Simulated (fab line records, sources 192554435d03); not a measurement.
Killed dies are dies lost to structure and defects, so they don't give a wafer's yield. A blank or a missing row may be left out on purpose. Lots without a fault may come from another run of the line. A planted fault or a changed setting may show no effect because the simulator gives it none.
Chamber matching | flow n5_finfet | N5_BEOL_M3_ETCH_63 on rie_diel-05: 4 sister chambers
The step etches SiARC in CF4, target depth 15.6 nm, time 26 s. 7 wafers are shown with their chamber, then 12 later ones without.

WAFERS WITH THEIR CHAMBER
wafer  | chamber | etch_rf_on_time_s (s) | showerhead_plenum_p_Torr (Torr)
L079.6 | 3       | 26.2                  | 2.23
L086.4 | 0       | 25.9                  | 2.14
L087.5 | 1       | 25.3                  | 2.28
L087.6 | 0       | 26.2                  | 2.14
L089.1 | 2       | 26.2                  | 2.11
L089.4 | 1       | 25.3                  | 2.27
L089.6 | 2       | 26.0                  | 2.11

WAFERS WITHOUT THEIR CHAMBER
wafer  | etch_rf_on_time_s (s) | showerhead_plenum_p_Torr (Torr)
L090.1 | 25.1                  | 2.27
L090.2 | 25.8                  | 2.11
L090.5 | 25.1                  | 2.27
L093.1 | 25.4                  | 2.27
L093.4 | 26.1                  | 2.14
L093.6 | 26.4                  | 2.14
L092.1 | 26.4                  | 2.13
L092.3 | 26.1                  | 2.11
L092.6 | 25.6                  | 2.27
L096.1 | 26.2                  | 2.13
L096.3 | 25.4                  | 2.27
L096.5 | 26.2                  | 2.22

WHICH CHAMBER EACH WENT THROUGH
wafer  | from the rows above     | in truth
L090.1 | 1                       | 1
L090.2 | 2                       | 2
L090.5 | 1                       | 1
L093.1 | 1                       | 1
L093.4 | 0                       | 0
L093.6 | 0                       | 0
L092.1 | can't be placed: 0 or 2 | 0
L092.3 | 2                       | 2
L092.6 | 1                       | 1
L096.1 | 0                       | 0
L096.3 | 1                       | 1
L096.5 | 3                       | 3
Placed correctly: 11 of 12. Can't be placed from these rows: 1 (the true chamber is among the candidates in 1). Placed wrongly: 0.
How it was worked out, from the rows above alone: a wafer's distance from a chamber is the root of the sum, over the readings, of the square of ((its reading less the chamber's mean) divided by the reading's scatter). The wafer belongs to the nearest chamber; if the next one is less than 2 further off, it can't be placed. A chamber's mean is the mean of its shown wafers. The scatter: the root of (the sum of the squares of (reading less its chamber's mean) over the shown wafers, divided by (wafers less chambers)).
